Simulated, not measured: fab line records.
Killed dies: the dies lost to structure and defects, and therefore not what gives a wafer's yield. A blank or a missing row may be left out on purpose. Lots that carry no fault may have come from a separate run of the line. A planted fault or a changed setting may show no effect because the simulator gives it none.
fab line records ; flow nand_harc ; part 2 of 2: steps 29 to 40 of 40
[record] lots = 5; wafers = 15; last_day = 30
route steps=1302 shown P_GATE@187 P_CONTACT@217
lots that met no fault: taken from a fault-free run of the same line
start_h: start of the lot's first displayed wafer, in hours after the record's first day ; wait_h: time in hours since the lot's previous step ; " same as the row above ; L1.1+2: one row covering several wafers at once ; - no value present, or no start provided ; * or withheld: withheld ; < > ~ a bound
route shown NAME@n: names a module that has steps shown in the file, with the first one's number in the route ; usual: the fault-free wafers' mean and standard deviation ; same: alike in all rows ; chamber/n: place in a boat ; sites: the reading at each site ; _std_site: standard deviation across them ; _edge_site: the outer-site mean with the inner-site mean subtracted ; radius_mm: how far each site lies from the wafer's centre ; mask NAME#n: copy n ; behind: tool/chamber where the wafer was last shaped ; hold: cause of the lot's hold/its duration in hours/its outcome ; device: which transistor (n, p or np) failed to switch ; end of line: tests run on the same wafers once the route is complete ; where a step has no rows: the recipe by itself ; killed: at the first sort, the dies lost to defects and structure; wafer yield is something else ; map: a wafer's dies, x killed, . not, _ none there
set.NAME: the setting as run; set.NAME@STEP: as run at that earlier step ; model.NAME: the simulator's own value behind a step, which no gauge read
lots at some steps of the route; a table a step, a row a wafer
services: from which hour (start_h, from the record's first day; less than 0 if before it) a tool's chamber was out of use, for how many hours, and why
[[steps]]
[step NHARC_P_GATE_RTA_82]
[recipe] temp_c = 450; time_s = 30
[usual] lamp_power_pct = 3.548/0.025; wafer_temp_C_max = 452.1/0.41
lot.wafer;tool;chamber;start_h;wait_h;lamp_power_pct;wafer_temp_C_max
L077.1;rtp_anneal-01;0;153.02;-;3.570;452.3
L077.2;rtp_anneal-01;0;153.02;-;3.576;452.4
L077.3;rtp_anneal-01;0;153.02;-;3.572;452.0
L081.2;rtp_anneal-02;0;184.12;-;3.525;451.6
L081.3;rtp_anneal-02;0;184.12;-;3.526;452.3
L081.5;rtp_anneal-02;0;184.12;-;3.516;451.7
L087.2;rtp_anneal-01;0;242.60;-;3.576;451.7
L087.3;rtp_anneal-01;0;242.60;-;3.572;451.8
L087.4;rtp_anneal-01;0;242.60;-;3.569;452.1
L088.2;rtp_anneal-02;0;261.68;-;3.525;451.9
L088.4;rtp_anneal-02;0;261.68;-;3.524;452.7
L088.5;rtp_anneal-02;0;261.68;-;3.520;452.0
L089.1;rtp_anneal-02;0;262.44;-;3.523;451.7
L089.4;rtp_anneal-02;0;262.44;-;3.521;452.6
L089.6;rtp_anneal-02;0;262.44;-;3.523;452.2
[step NHARC_P_GATE_INSPECT_68]
[usual] raw_defect_count = 197/71
lot.wafer;tool;chamber;start_h;wait_h;raw_defect_count
L077.1;defect_inspect-02;-;153.22;0.2;124
L077.2;defect_inspect-02;-;153.22;0.2;208
L077.3;defect_inspect-02;-;153.22;0.2;127
L081.2;defect_inspect-02;-;184.29;0.1;108
L081.3;defect_inspect-02;-;184.29;0.1;105
L081.5;defect_inspect-02;-;184.29;0.1;166
L087.2;defect_inspect-02;-;242.77;0.1;421
L087.3;defect_inspect-02;-;242.77;0.1;295
L087.4;defect_inspect-02;-;242.77;0.1;310
L088.2;defect_inspect-02;-;261.85;0.1;279
L088.4;defect_inspect-02;-;261.85;0.1;107
L088.5;defect_inspect-02;-;261.85;0.1;160
L089.1;defect_inspect-02;-;262.63;0.2;197
L089.4;defect_inspect-02;-;262.63;0.2;363
L089.6;defect_inspect-02;-;262.63;0.2;134
[step NHARC_P_CONTACT_DEP_30]
[recipe] target_thk_a = 300; temp_c = 400; target_thk_nm = 30; flow_sccm = 200; rf_w = 450; material = SiNx
[usual] heater_power_w = 760/65
lot.wafer;tool;chamber;start_h;wait_h;heater_power_w
L077.2;pecvd-02;2;153.30;0.1;700
L077.3;pecvd-02;0;153.30;0.1;723
L077.1;pecvd-02;1;153.30;0.1;703
L081.2;pecvd-04;0;184.35;0.1;825
L081.3;pecvd-04;2;184.35;0.1;864
L081.5;pecvd-04;0;184.35;0.1;838
L087.3;pecvd-02;1;242.85;0.1;732
L087.2;pecvd-02;0;242.85;0.1;824
L087.4;pecvd-02;0;242.85;0.1;821
L088.2;pecvd-03;0;262.00;0.1;685
L088.5;pecvd-03;1;262.00;0.1;800
L088.4;pecvd-03;2;262.00;0.1;737
L089.1;pecvd-04;2;262.78;0.1;849
L089.4;pecvd-04;1;262.78;0.1;823
L089.6;pecvd-04;2;262.78;0.1;800
[step NHARC_P_CONTACT_DEP_00]
[recipe] target_thk_a = 5000; temp_c = 400; pressure_torr = 6.5; rf_w = 900; teos_flow_sccm = 161.4; flow_sccm = 2650; target_thk_nm = 500; gas = O2; material = SiO2
[usual] heater_power_w = 589/82; throttle_valve_pct = 15.9/0.49
lot.wafer;tool;chamber;start_h;wait_h;heater_power_w;throttle_valve_pct
L077.2;pecvd-02;2;-;-;614;15.1
L077.3;pecvd-02;0;-;-;604;15.9
L077.1;pecvd-02;1;-;-;531;16.3
L081.2;pecvd-04;0;-;-;591;16.3
L081.3;pecvd-04;2;-;-;714;15.6
L081.5;pecvd-04;0;-;-;606;16.4
L087.3;pecvd-02;1;-;-;478;16.4
L087.2;pecvd-02;0;-;-;618;15.6
L087.4;pecvd-02;0;-;-;644;16.0
L088.2;pecvd-03;0;-;-;465;15.9
L088.5;pecvd-03;1;-;-;633;16.2
L088.4;pecvd-03;2;-;-;440;14.7
L089.1;pecvd-04;2;-;-;654;16.1
L089.4;pecvd-04;1;-;-;635;16.3
L089.6;pecvd-04;2;-;-;685;15.8
[step NHARC_P_CONTACT_CMP_01]
[recipe] target_thk_nm = 200; material = SiO2
[usual] motor_current_A = 12.1/0.86
lot.wafer;tool;chamber;start_h;wait_h;motor_current_A
L077.3;cmp-01;2;154.03;-;12.4
L077.1;cmp-01;3;154.03;-;12.3
L077.2;cmp-01;0;154.03;-;11.5
L081.3;cmp-01;2;185.07;-;12.2
L081.2;cmp-01;1;185.07;-;12.6
L081.5;cmp-01;2;185.07;-;12.9
L087.2;cmp-04;2;243.57;-;14.0
L087.4;cmp-04;3;243.57;-;11.5
L087.3;cmp-04;1;243.57;-;13.5
L088.4;cmp-01;2;262.63;-;12.7
L088.2;cmp-01;3;262.63;-;11.2
L088.5;cmp-01;3;262.63;-;12.2
L089.1;cmp-04;1;263.47;-;13.6
L089.4;cmp-04;2;263.47;-;15.0
L089.6;cmp-04;3;263.47;-;11.1
[step NHARC_P_CONTACT_SRD_03]
lot.wafer;tool;chamber;start_h;wait_h
L077.3+2+1;wet_bench-02;1,2,4;154.31;0.0
L081.5+2+3;wet_bench-03;6,7,1;185.37;0.0
L087.4+2+3;wet_bench-09;5,6,0;243.87;0.0
L088.2+4+5;wet_bench-09;5,0,2;262.93;0.0
L089.4+6+1;wet_bench-09;7,0,2;263.72;0.0
[step NHARC_P_CONTACT_DEHYDRATE_04]
[recipe] temp_c = 150; time_s = 120
[usual] exhaust_pa = 45.1/0.74
lot.wafer;tool;chamber;start_h;wait_h;exhaust_pa
L077.1;litho_track-06;0;154.39;0.1;44.2
L077.2;litho_track-06;0;154.39;0.1;44.9
L077.3;litho_track-06;0;154.39;0.1;45.4
L081.2;litho_track-04;0;185.45;0.1;44.8
L081.3;litho_track-04;0;185.45;0.1;45.3
L081.5;litho_track-04;0;185.45;0.1;45.9
L087.2;litho_track-06;0;243.95;0.1;45.4
L087.3;litho_track-06;0;243.95;0.1;45.9
L087.4;litho_track-06;0;243.95;0.1;44.4
L088.2;litho_track-06;0;263.01;0.1;45.0
L088.4;litho_track-06;0;263.01;0.1;44.7
L088.5;litho_track-06;0;263.01;0.1;45.6
L089.1;litho_track-06;0;263.80;0.1;45.5
L089.4;litho_track-06;0;263.80;0.1;45.9
L089.6;litho_track-06;0;263.80;0.1;44.6
[step NHARC_P_CONTACT_HMDS_05]
[recipe] time_s = 30
[usual] exhaust_pa = 45.0/0.79
lot.wafer;tool;chamber;start_h;wait_h;exhaust_pa
L077.1;litho_track-06;0;-;-;44.5
L077.2;litho_track-06;0;-;-;45.7
L077.3;litho_track-06;0;-;-;44.6
L081.2;litho_track-04;0;-;-;44.1
L081.3;litho_track-04;0;-;-;45.3
L081.5;litho_track-04;0;-;-;43.5
L087.2;litho_track-06;0;-;-;45.4
L087.3;litho_track-06;0;-;-;44.0
L087.4;litho_track-06;0;-;-;45.2
L088.2;litho_track-06;0;-;-;44.6
L088.4;litho_track-06;0;-;-;43.9
L088.5;litho_track-06;0;-;-;46.1
L089.1;litho_track-06;0;-;-;44.1
L089.4;litho_track-06;0;-;-;45.9
L089.6;litho_track-06;0;-;-;45.4
[step NHARC_P_CONTACT_COAT_33]
[recipe] temp_c = 260; time_s = 75
[usual] exhaust_pa = 45.0/0.9
lot.wafer;tool;chamber;start_h;wait_h;exhaust_pa
L077.1;litho_track-06;0;-;-;45.9
L077.2;litho_track-06;0;-;-;44.8
L077.3;litho_track-06;0;-;-;44.8
L081.2;litho_track-04;0;-;-;45.4
L081.3;litho_track-04;0;-;-;44.5
L081.5;litho_track-04;0;-;-;45.1
L087.2;litho_track-06;0;-;-;45.6
L087.3;litho_track-06;0;-;-;44.6
L087.4;litho_track-06;0;-;-;45.7
L088.2;litho_track-06;0;-;-;45.9
L088.4;litho_track-06;0;-;-;46.4
L088.5;litho_track-06;0;-;-;46.8
L089.1;litho_track-06;0;-;-;44.7
L089.4;litho_track-06;0;-;-;44.8
L089.6;litho_track-06;0;-;-;46.2
[step NHARC_P_CONTACT_COAT_34]
[recipe] temp_c = 225; time_s = 65
[usual] exhaust_pa = 44.9/0.89
lot.wafer;tool;chamber;start_h;wait_h;exhaust_pa
L077.1;litho_track-06;0;-;-;45.3
L077.2;litho_track-06;0;-;-;44.5
L077.3;litho_track-06;0;-;-;44.9
L081.2;litho_track-04;0;-;-;46.1
L081.3;litho_track-04;0;-;-;44.8
L081.5;litho_track-04;0;-;-;46.1
L087.2;litho_track-06;0;-;-;45.2
L087.3;litho_track-06;0;-;-;45.5
L087.4;litho_track-06;0;-;-;46.8
L088.2;litho_track-06;0;-;-;45.3
L088.4;litho_track-06;0;-;-;45.5
L088.5;litho_track-06;0;-;-;44.7
L089.1;litho_track-06;0;-;-;44.2
L089.4;litho_track-06;0;-;-;45.3
L089.6;litho_track-06;0;-;-;44.6
[step NHARC_P_CONTACT_COAT_06]
[recipe] spin_rpm = 1500; resist_thk_nm = 90
[usual] exhaust_pa = 45.0/0.99
lot.wafer;tool;chamber;start_h;wait_h;exhaust_pa
L077.1;litho_track-06;0;-;-;43.9
L077.2;litho_track-06;0;-;-;44.5
L077.3;litho_track-06;0;-;-;45.8
L081.2;litho_track-04;0;-;-;45.1
L081.3;litho_track-04;0;-;-;46.1
L081.5;litho_track-04;0;-;-;47.2
L087.2;litho_track-06;0;-;-;44.3
L087.3;litho_track-06;0;-;-;44.2
L087.4;litho_track-06;0;-;-;45.1
L088.2;litho_track-06;0;-;-;47.1
L088.4;litho_track-06;0;-;-;46.7
L088.5;litho_track-06;0;-;-;47.1
L089.1;litho_track-06;0;-;-;46.3
L089.4;litho_track-06;0;-;-;45.3
L089.6;litho_track-06;0;-;-;44.9
[step NHARC_P_CONTACT_SOFTBAKE_07]
[recipe] temp_c = 105; time_s = 55
[usual] exhaust_pa = 45.0/0.83
lot.wafer;tool;chamber;start_h;wait_h;exhaust_pa
L077.1;litho_track-06;0;-;-;46.0
L077.2;litho_track-06;0;-;-;45.3
L077.3;litho_track-06;0;-;-;43.9
L081.2;litho_track-04;0;-;-;43.8
L081.3;litho_track-04;0;-;-;42.7
L081.5;litho_track-04;0;-;-;45.0
L087.2;litho_track-06;0;-;-;46.6
L087.3;litho_track-06;0;-;-;45.2
L087.4;litho_track-06;0;-;-;45.2
L088.2;litho_track-06;0;-;-;46.0
L088.4;litho_track-06;0;-;-;45.9
L088.5;litho_track-06;0;-;-;44.7
L089.1;litho_track-06;0;-;-;45.3
L089.4;litho_track-06;0;-;-;46.2
L089.6;litho_track-06;0;-;-;44.9
[[services]]
tool;chamber;start_h;hours;kind
rie_diel-12;-;142.05;0.9;repair
rie_diel-12;3;151.57;7.4;repair
rie_diel-08;-;154.11;0.5;repair
cmp-01;-;159.35;5.9;repair
wet_bench-07;-;160.00;8.0;pm
pecvd-02;-;167.24;1.7;repair
pvd_sputter-03;-;170.00;10.0;pm
plasma_asher-01;-;172.60;9.0;pm
wet_bench-09;-;176.80;8.0;pm
litho_track-06;-;179.00;7.0;pm
rie_diel-12;3;180.08;8.4;repair
rie_diel-08;-;181.35;0.4;repair
rie_diel-08;-;190.80;9.0;pm
litho_track-04;-;203.00;7.0;pm
pecvd-02;2;204.18;14.1;repair
rie_diel-12;1;209.15;14.6;repair
pvd_sputter-03;-;216.32;96.8;repair
pecvd-02;-;227.15;13.0;pm
pvd_sputter-02;-;234.56;4.7;repair
pecvd-04;2;236.93;4.0;repair
implanter-01;-;248.99;5.5;repair
plasma_asher-02;-;249.00;9.0;pm
litho_track-07;-;251.00;7.0;pm
wet_bench-05;-;260.80;8.0;pm
